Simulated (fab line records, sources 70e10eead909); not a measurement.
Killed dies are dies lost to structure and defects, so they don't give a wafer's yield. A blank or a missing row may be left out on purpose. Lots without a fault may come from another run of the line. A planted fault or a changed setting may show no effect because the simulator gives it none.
Which tool did it? | flow nand_harc | 24 lots, 72 wafers sampled, at 4 steps of a route of 1159

WHAT THE GAUGES READ, wafer by wafer
NHARC_A_SGD_CUT_THK_MEAS_22: measures by ellipsometry.
lot  | measured     | on            | thk_nm (nm)
L074 | day 13 23:48 | film_metro-02 | 147.2 148.3 148.6
L077 | day 14 13:49 | film_metro-02 | 148.7 147.7 150.9
L075 | day 14 13:58 | film_metro-01 | 147.0 149.0 148.1
L076 | day 14 13:49 | film_metro-01 | 147.7 146.7 145.8
L078 | day 14 13:58 | film_metro-02 | 149.3 146.9 145.5
L079 | day 15 03:32 | film_metro-02 | 147.5 148.6 149.6
L080 | day 15 03:32 | film_metro-01 | 146.3 147.9 147.7
L082 | day 15 19:19 | film_metro-02 | 148.6 150.2 149.9
L081 | day 15 19:10 | film_metro-01 | 149.0 149.5 145.9
L084 | day 16 10:39 | film_metro-02 | 147.6 147.6 149.8
L083 | day 16 10:40 | film_metro-01 | 149.3 150.1 148.6
L087 | day 17 07:17 | film_metro-01 | 149.6 147.1 148.2
L086 | day 17 07:17 | film_metro-02 | 147.5 149.0 149.7
L088 | day 17 18:04 | film_metro-01 | 145.9 146.9 149.1
L085 | day 17 17:55 | film_metro-02 | 148.4 147.9 147.7
L089 | day 17 17:55 | film_metro-01 | 151.0 149.9 149.1
L090 | day 18 02:44 | film_metro-01 | 146.0 147.1 148.4
L091 | day 18 02:44 | film_metro-01 | 149.9 149.7 149.8
L092 | day 18 02:44 | film_metro-02 | 147.6 147.7 149.5
L093 | day 18 15:22 | film_metro-01 | 148.8 147.9 148.7
L094 | day 19 04:31 | film_metro-02 | 148.4 149.8 149.8
L095 | day 19 04:31 | film_metro-01 | 148.0 147.9 147.8
L097 | day 19 17:28 | film_metro-01 | 147.7 147.3 145.6
L096 | day 20 01:32 | film_metro-01 | 146.5 150.7 149.9

WHICH TOOL RAN EACH LOT (tool, then ch and the chambers of the sampled wafers, then the start)
lot  | NHARC_A_STAIRCASE_STRIP_316                   | NHARC_A_STAIRCASE_ALD_415        | NHARC_A_STAIRCASE_DESCUM_443
L074 | rie_diel-04 ch 0,1,2, day 11 19:50 or earlier | ald_hk-02 ch 1,3, day 11 19:50   | rie_diel-04 ch 1,2, day 13 10:29
L077 | rie_diel-04 ch 1,2, day 12 08:46 or earlier   | ald_hk-01 ch 0,2, day 12 08:46   | rie_diel-08 ch 2,3, day 14 01:59
L075 | rie_diel-04 ch 0,1,2, day 12 14:16 or earlier | ald_hk-03 ch 0,2, day 12 14:16   | rie_diel-08 ch 2,3, day 14 02:05
L076 | rie_diel-01 ch 0,1,2, day 12 15:40 or earlier | ald_hk-03 ch 0,3, day 12 15:40   | rie_diel-01 ch 0,1,2, day 14 02:03
L078 | rie_diel-08 ch 1,2,3, day 12 16:40 or earlier | ald_hk-01 ch 0,1,2, day 12 16:40 | rie_diel-01 ch 0,2,3, day 14 02:07
L079 | rie_diel-08 ch 0,1,3, day 13 00:41 or earlier | ald_hk-01 ch 0,1,3, day 13 00:41 | rie_diel-08 ch 0,1,2, day 14 15:59
L080 | rie_diel-01 ch 0,1,2, day 13 02:35 or earlier | ald_hk-02 ch 0,1,2, day 13 02:35 | rie_diel-01 ch 0,2,3, day 14 15:49
L082 | rie_diel-01 ch 0,2,3, day 13 14:53 or earlier | ald_hk-03 ch 2,3, day 13 14:53   | rie_diel-08 ch 1,2,3, day 15 07:19
L081 | rie_diel-01 ch 0,1,3, day 13 19:24 or earlier | ald_hk-03 ch 1,2, day 13 19:24   | rie_diel-04 ch 0,1, day 15 07:28
L084 | rie_diel-08 ch 0,1,2, day 14 02:23 or earlier | ald_hk-02 ch 0,3, day 14 02:23   | rie_diel-08 ch 2,3, day 15 22:22
L083 | rie_diel-08 ch 0,3, day 14 07:21 or earlier   | ald_hk-03 ch 1,2,3, day 14 07:21 | rie_diel-08 ch 0,2, day 15 22:28
L087 | rie_diel-08 ch 0,1,3, day 15 05:26 or earlier | ald_hk-03 ch 0,1,3, day 15 05:26 | rie_diel-01 ch 0,1,2, day 16 18:43
L086 | rie_diel-08 ch 0,1,3, day 15 07:07 or earlier | ald_hk-03 ch 0,2,3, day 15 07:07 | rie_diel-04 ch 0,1,3, day 16 18:53
L088 | rie_diel-04 ch 0,2, day 15 07:54 or earlier   | ald_hk-01 ch 0,3, day 15 07:54   | rie_diel-08 ch 1,3, day 17 03:19
L085 | rie_diel-08 ch 1,2,3, day 15 10:05 or earlier | ald_hk-03 ch 1,3, day 15 10:05   | rie_diel-04 ch 0,1,2, day 17 03:43
L089 | rie_diel-08 ch 0,2,3, day 15 12:25 or earlier | ald_hk-03 ch 1,3, day 15 12:25   | rie_diel-01 ch 2,3, day 17 03:29
L090 | rie_diel-01 ch 0,1,3, day 15 20:46 or earlier | ald_hk-01 ch 1,3, day 15 20:46   | rie_diel-04 ch 0,3, day 17 15:05
L091 | rie_diel-01 ch 1,2, day 16 01:27 or earlier   | ald_hk-01 ch 1,3, day 16 01:27   | rie_diel-01 ch 0,3, day 17 15:14
L092 | rie_diel-01 ch 1,3, day 16 02:24 or earlier   | ald_hk-03 ch 0,1,2, day 16 02:24 | rie_diel-08 ch 0,1,3, day 17 14:55
L093 | rie_diel-08 ch 0,1,2, day 16 13:50 or earlier | ald_hk-02 ch 0,1,3, day 16 13:50 | rie_diel-04 ch 0,1,2, day 18 02:52
L094 | rie_diel-08 ch 1,2, day 16 23:07 or earlier   | ald_hk-03 ch 0,1,2, day 16 23:07 | rie_diel-01 ch 0,3, day 18 16:33
L095 | rie_diel-04 ch 1,2, day 16 23:12 or earlier   | ald_hk-02 ch 0,1,2, day 16 23:12 | rie_diel-08 ch 0,1, day 18 16:42
L097 | rie_diel-01 ch 0,2, day 17 12:00 or earlier   | ald_hk-03 ch 1,2, day 17 12:00   | rie_diel-01 ch 1,3, day 19 05:35
L096 | rie_diel-08 ch 0,2,3, day 17 20:24 or earlier | ald_hk-02 ch 1,3, day 17 20:24   | rie_diel-04 ch 1,2,3, day 19 13:40
- NHARC_A_STAIRCASE_STRIP_316: strips in O2.
- NHARC_A_STAIRCASE_ALD_415: deposits SiO2, target thk 30 nm, pulse time 6 s, ald cycles 300.
- NHARC_A_STAIRCASE_DESCUM_443: chemistry O2, time 3 s.

WHAT THE TOOLS THEMSELVES READ (means of the sampled wafers that have a number; where no wafer has one, the mark that the record gives instead)
NHARC_A_STAIRCASE_STRIP_316.
lot  | tool        | chamber_pressure_mTorr (mTorr) | drypump_motor_current_A (A) | oes_product_au (a.u.) | rf_vpp_V (V) | showerhead_plenum_p_Torr (Torr) | throttle_valve_pct (%)
L074 | rie_diel-04 | 60.00                          | 5.4                         | 0.996                 | 57.7         | 3.54                            | 17.036
L077 | rie_diel-04 | 60.02                          | 5.1                         | 0.996                 | 57.3         | 3.50                            | 17.032
L075 | rie_diel-04 | 60.01                          | 5.4                         | 0.993                 | 57.8         | 3.54                            | 17.043
L076 | rie_diel-01 | 59.95                          | 5.4                         | 0.991                 | 58.5         | 3.53                            | 17.029
L078 | rie_diel-08 | 60.02                          | 5.7                         | 0.992                 | 57.5         | 3.50                            | 17.032
L079 | rie_diel-08 | 59.93                          | 5.9                         | 0.996                 | 57.7         | 3.34                            | 17.038
L080 | rie_diel-01 | 60.03                          | 5.4                         | 0.997                 | 57.5         | 3.53                            | 17.033
L082 | rie_diel-01 | 60.00                          | 5.3                         | 0.990                 | 57.1         | 3.64                            | 17.036
L081 | rie_diel-01 | 59.99                          | 5.5                         | 0.982                 | 58.6         | 3.56                            | 17.032
L084 | rie_diel-08 | 60.02                          | 5.8                         | 0.994                 | 57.5         | 3.50                            | 17.045
L083 | rie_diel-08 | 59.98                          | 5.8                         | 0.991                 | 58.5         | 3.30                            | 17.036
L087 | rie_diel-08 | 60.03                          | 5.9                         | 1.008                 | 57.7         | 3.33                            | 17.034
L086 | rie_diel-08 | 59.99                          | 5.9                         | 1.001                 | 57.0         | 3.33                            | 17.036
L088 | rie_diel-04 | 59.96                          | 5.6                         | 1.000                 | 58.3         | 3.52                            | 17.035
L085 | rie_diel-08 | 60.00                          | 5.7                         | 0.996                 | 58.1         | 3.49                            | 17.053
L089 | rie_diel-08 | 59.98                          | 5.5                         | 0.998                 | 58.3         | 3.45                            | 17.036
L090 | rie_diel-01 | 59.96                          | 5.5                         | 1.001                 | 57.7         | 3.55                            | 17.046
L091 | rie_diel-01 | 59.98                          | 5.3                         | 0.989                 | 58.0         | 3.41                            | 17.034
L092 | rie_diel-01 | 59.98                          | 5.4                         | 0.996                 | 57.7         | 3.44                            | 17.038
L093 | rie_diel-08 | 59.97                          | 5.8                         | 1.003                 | 57.5         | 3.48                            | 17.040
L094 | rie_diel-08 | 59.99                          | 5.6                         | 1.004                 | 58.2         | 3.64                            | 17.033
L095 | rie_diel-04 | 59.98                          | 5.1                         | 1.000                 | 58.1         | 3.48                            | 17.038
L097 | rie_diel-01 | 59.97                          | 5.2                         | 1.002                 | 58.2         | 3.59                            | 17.048
L096 | rie_diel-08 | 60.02                          | 5.5                         | 1.005                 | 57.0         | 3.44                            | 17.027

NHARC_A_STAIRCASE_ALD_415.
lot  | tool      | heater_power_w (W) | precursor_pulse_height_rel
L074 | ald_hk-02 | 419                | 0.997
L077 | ald_hk-01 | 496                | 1.006
L075 | ald_hk-03 | 492                | 1.002
L076 | ald_hk-03 | 544                | 0.982
L078 | ald_hk-01 | 466                | 0.990
L079 | ald_hk-01 | 441                | 1.015
L080 | ald_hk-02 | 433                | 1.001
L082 | ald_hk-03 | 525                | 0.995
L081 | ald_hk-03 | 463                | 1.005
L084 | ald_hk-02 | 466                | 0.997
L083 | ald_hk-03 | 516                | 0.991
L087 | ald_hk-03 | 521                | 0.986
L086 | ald_hk-03 | 477                | 0.999
L088 | ald_hk-01 | 470                | 0.987
L085 | ald_hk-03 | 541                | 1.004
L089 | ald_hk-03 | 542                | 0.998
L090 | ald_hk-01 | 422                | 0.989
L091 | ald_hk-01 | 432                | 1.010
L092 | ald_hk-03 | 495                | 1.008
L093 | ald_hk-02 | 443                | 1.020
L094 | ald_hk-03 | 491                | 0.987
L095 | ald_hk-02 | 438                | 1.010
L097 | ald_hk-03 | 466                | 0.998
L096 | ald_hk-02 | 461                | 0.980

NHARC_A_STAIRCASE_DESCUM_443.
lot  | tool        | chamber_pressure_mTorr (mTorr) | drypump_motor_current_A (A) | oes_product_au (a.u.) | rf_vpp_V (V) | showerhead_plenum_p_Torr (Torr) | throttle_valve_pct (%)
L074 | rie_diel-04 | 59.99                          | 5.1                         | 1.006                 | 58.7         | 1.90                            | 11.318
L077 | rie_diel-08 | 60.06                          | 5.4                         | 1.002                 | 58.3         | 1.87                            | 11.313
L075 | rie_diel-08 | 59.95                          | 5.3                         | 1.001                 | 57.8         | 1.96                            | 11.316
L076 | rie_diel-01 | 59.99                          | 5.4                         | 0.994                 | 57.1         | 1.91                            | 11.309
L078 | rie_diel-01 | 60.00                          | 5.3                         | 0.991                 | 57.4         | 1.98                            | 11.321
L079 | rie_diel-08 | 60.05                          | 5.8                         | 0.997                 | 57.5         | 1.89                            | 11.316
L080 | rie_diel-01 | 60.00                          | 5.3                         | 1.000                 | 58.9         | 1.98                            | 11.307
L082 | rie_diel-08 | 60.01                          | 5.7                         | 1.007                 | 58.1         | 1.89                            | 11.306
L081 | rie_diel-04 | 59.98                          | 5.3                         | 1.000                 | 57.9         | 1.91                            | 11.299
L084 | rie_diel-08 | 60.02                          | 5.3                         | 0.992                 | 58.3         | 1.96                            | 11.314
L083 | rie_diel-08 | 59.97                          | 5.7                         | 0.998                 | 57.2         | 1.87                            | 11.301
L087 | rie_diel-01 | 59.96                          | 5.4                         | 0.993                 | 58.3         | 1.91                            | 11.314
L086 | rie_diel-04 | 60.01                          | 5.9                         | 0.999                 | 57.0         | 1.89                            | 11.311
L088 | rie_diel-08 | 59.99                          | 6.1                         | 0.998                 | 57.8         | 1.82                            | 11.310
L085 | rie_diel-04 | 59.93                          | 5.4                         | 1.001                 | 58.7         | 1.91                            | 11.311
L089 | rie_diel-01 | 59.97                          | 5.1                         | 0.998                 | 58.4         | 1.97                            | 11.307
L090 | rie_diel-04 | 60.04                          | 6.5                         | 1.002                 | 57.6         | 1.86                            | 11.305
L091 | rie_diel-01 | 59.94                          | 5.4                         | 0.996                 | 56.9         | 1.99                            | 11.306
L092 | rie_diel-08 | 59.98                          | 5.9                         | 0.997                 | 57.8         | 1.79                            | 11.311
L093 | rie_diel-04 | 60.01                          | 5.4                         | 1.007                 | 57.7         | 1.90                            | 11.314
L094 | rie_diel-01 | 59.95                          | 5.6                         | 0.991                 | 57.2         | 1.98                            | 11.306
L095 | rie_diel-08 | 60.02                          | 6.1                         | 0.991                 | 56.6         | 1.79                            | 11.313
L097 | rie_diel-01 | 60.02                          | 5.4                         | 1.002                 | 58.1         | 1.86                            | 11.308
L096 | rie_diel-04 | 59.99                          | 5.7                         | 1.001                 | 57.2         | 1.86                            | 11.306

THE ANSWER, worked out from the rows above alone
Rule: what is usual is taken from the lots themselves. Put in order of their means at a reading, lots are off if they are a third of the lots or fewer, leave a main group of 4 or more, and stand apart from it by a gap of 3 or more times the standard deviation of the main group's means; of several such gaps the widest counts. A main group whose means are all the same, to the digits that the tables above print for the reading, isn't used. A lot without any number at a reading at which 4 lots or more have one is off too. The other lots that the step has rows for count as sound. The gauges are gone through in route order, then the tools' own readings, and for those a lot's mean is taken as printed above. The first step at which some lot is off is used, and at that step the reading that is off furthest; a lot without a number counts as furthest.
No lot is off at any reading shown: from this, nothing can be told.

WHAT THE SIMULATOR HAD PUT IN
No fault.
